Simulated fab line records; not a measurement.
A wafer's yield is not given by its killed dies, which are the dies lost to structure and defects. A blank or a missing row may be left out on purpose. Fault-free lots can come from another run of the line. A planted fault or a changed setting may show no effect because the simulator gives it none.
Struck lot and sound lot, side by side || flow nand harc || 42 out of 1302 route steps
Sound: the wafers L729.1, L729.4, L729.5. Wafers struck: L733.4, L733.5, L733.6. Last of all comes the cause.
Each step with rows lists, per side, the tool, then ch with its chambers, then its first start. Under that, the readings that differ: sound wafers || struck wafers || difference of the means || sigmas: that difference in standard deviations of wafers without a fault.
alike: same words and numbers on both sides, and readings whose means sit less than 2 such deviations apart. not compared: any withheld reading, any reading some wafer has no value for, any bound like >300 that may hide the same value, and any number with overlapping values for which the record gives no deviation.
The two part at a step that has a row with sigmas, a row that says differs or no value, or rows on one side only. Numbers that have no deviation but don't overlap get no sigmas and don't part them. A reading that every wafer of one side lacks parts them only if that side has two wafers or more.

first, 3 steps without rows for these wafers: NHARC_THIN_TSV_EXPOSE_09 (exposes mask TSV); NHARC_THIN_TSV_PEB_10 (peb time 85 s); NHARC_THIN_TSV_DEVELOP_11 (time 70 s).
NHARC_THIN_TSV_CD_MEAS_12: target cd 1000 nm.
  sound on cd sem-01 ch 0, day 23 22:51; struck on cd sem-03 ch 0, day 26 15:28
  alike: cd nm
then, 3 steps without rows for these wafers: NHARC_THIN_TSV_HARDBAKE_13 (time 80 s); NHARC_THIN_TSV_DESCUM_14 (chemistry O2, time 3 s); NHARC_THIN_TSV_ETCH_44 (etches the open film in CF4/O2, target depth 1594.2 nm, time 797.1 s).
NHARC_THIN_TSV_ETCH_15: target depth 3000 nm, bosch target overetch cycles 2, bosch etch step 2.8 s.
  sound on rie si-03 ch 1,3, day 23 23:47; struck on rie si-02 ch 1,2, day 26 16:21
  alike: drypump motor current A
  not compared: rf hours counter h
NHARC_THIN_TSV_CD_MEAS_16:
  sound: cd sem-01 at day 23 23:56; struck: cd sem-02 at day 26 16:30
  alike: cd nm
then, 3 steps without rows for these wafers: NHARC_THIN_TSV_STRIP_45 (strips in O2); NHARC_THIN_TSV_STRIP_46 (strips in post etch residue remover, time 1200 s); NHARC_THIN_TSV_DEP_47 (deposits SiO2, target thk 200 nm).
NHARC_THIN_TSV_ETCHBACK_48: etches the open film in C4F8/Ar, target depth 1028.5 nm, time 405.17 s.
  sound on rie diel-13 ch 1,2, day 24 01:12; struck on rie diel-01 ch 1,2, day 26 17:46
  alike: chamber pressure mTorr, oes product au, rf vpp V
  not compared: rf hours counter h
then, 3 steps without rows for these wafers: NHARC_THIN_TSV_STRIP_62 (strips in N2/H2, time 20 s); NHARC_THIN_TSV_DEGAS_49 (time 120 s); NHARC_THIN_TSV_PRE_CLEAN_50 (time 30 s).
NHARC_THIN_TSV_PVD_19: deposits TaN, target thk 20 nm.
  sound on pvd sputter-02; struck on pvd sputter-01
  alike: throttle valve pct
then, 2 steps without rows for these wafers: NHARC_THIN_TSV_PVD_51 (deposits Cu, target thk 100 nm); NHARC_THIN_TSV_ECD_20 (material Cu, target thk 2000 nm).
NHARC_THIN_TSV_ANNEAL_52: time 90 s.
  sound on rtp anneal-01 ch 0, day 24 02:55; struck on rtp anneal-01 ch 0, day 26 19:38
  alike: wafer_temp_C_max
then, 3 steps without rows for these wafers: NHARC_THIN_TSV_CMP_21 (polishes, t overpolish 30 s, target thk 2000 nm); NHARC_THIN_TSV_SRD_23; NHARC_THIN_TSV_DEGAS_53 (time 60 s).
NHARC_THIN_TSV_PRE_CLEAN_54: time 30 s.
  sound: pvd sputter-01 at day 24 03:48; struck: pvd sputter-03 at day 26 20:23
  alike: heater power w
then, 10 steps without rows for these wafers: NHARC_THIN_TSV_PVD_55 (deposits TiN, target thk 50 nm); NHARC_THIN_TSV_PVD_24 (deposits Al, target thk 800 nm); NHARC_THIN_TSV_DEHYDRATE_25 (time 120 s); NHARC_THIN_TSV_HMDS_26 (time 30 s); NHARC_THIN_TSV_COAT_27; NHARC_THIN_TSV_SOFTBAKE_28 (time 95 s); NHARC_THIN_TSV_EBR_29; NHARC_THIN_TSV_EXPOSE_30 (exposes mask PAD); NHARC_THIN_TSV_PEB_31 (peb time 85 s); NHARC_THIN_TSV_DEVELOP_32 (time 70 s).
NHARC_THIN_TSV_CD_MEAS_33: target cd 5000 nm.
  sound on cd sem-01 ch 0, day 24 04:51; struck on cd sem-01 ch 0, day 26 21:20
  alike: cd nm
then, 2 steps without rows for these wafers: NHARC_THIN_TSV_HARDBAKE_34 (time 80 s); NHARC_THIN_TSV_DESCUM_35 (chemistry O2, time 3 s).
NHARC_THIN_TSV_ETCH_59: etches the open film in Cl2/BCl3, target depth 880 nm, time 138.1 s.
  sound on rie metal-01 ch 0,1, day 24 05:10; struck on rie metal-02 ch 0,1, day 26 21:43
{"reading": "drypump motor current A (A)", "sound": "5.0 4.7 4.7", "struck": "5.6 6.0 5.6", "difference": "+0.9", "sigmas": "+2"}
  alike: chamber pressure mTorr, oes product au, throttle valve pct
  not compared: rf hours counter h
then, 3 steps without rows for these wafers: NHARC_THIN_TSV_ETCH_36 (etches the open film in Cl2/BCl3, target depth 65 nm, time 18.571 s); NHARC_THIN_TSV_STRIP_56 (strips in O2); NHARC_THIN_TSV_STRIP_57 (strips in post etch residue remover, time 1200 s).
NHARC_END_SORT_01:
  sound on prober-01 ch 0, day 24 13:59; struck on prober-02 ch 0, day 27 09:59
{"reading": "defect limited yield (%)", "sound": "90.4 89.1 91.1", "struck": "82.3 82.9 84.5", "difference": -7.0, "sigmas": -3}
{"reading": "killed at other", "sound": "0 0 0", "struck": "76 79 55", "difference": "+70", "sigmas": "+58"}
{"reading": "killed dies", "sound": "65 74 60", "struck": "120 116 105", "difference": "+47", "sigmas": "+3"}
  alike: killed at array, killed at periphery, killed open, killed short

== WHERE THEY PART ==
Last at NHARC_END_SORT_01 as far as this record goes, first at NHARC_THIN_TSV_ETCH_59.

WHY: what the simulator had put in
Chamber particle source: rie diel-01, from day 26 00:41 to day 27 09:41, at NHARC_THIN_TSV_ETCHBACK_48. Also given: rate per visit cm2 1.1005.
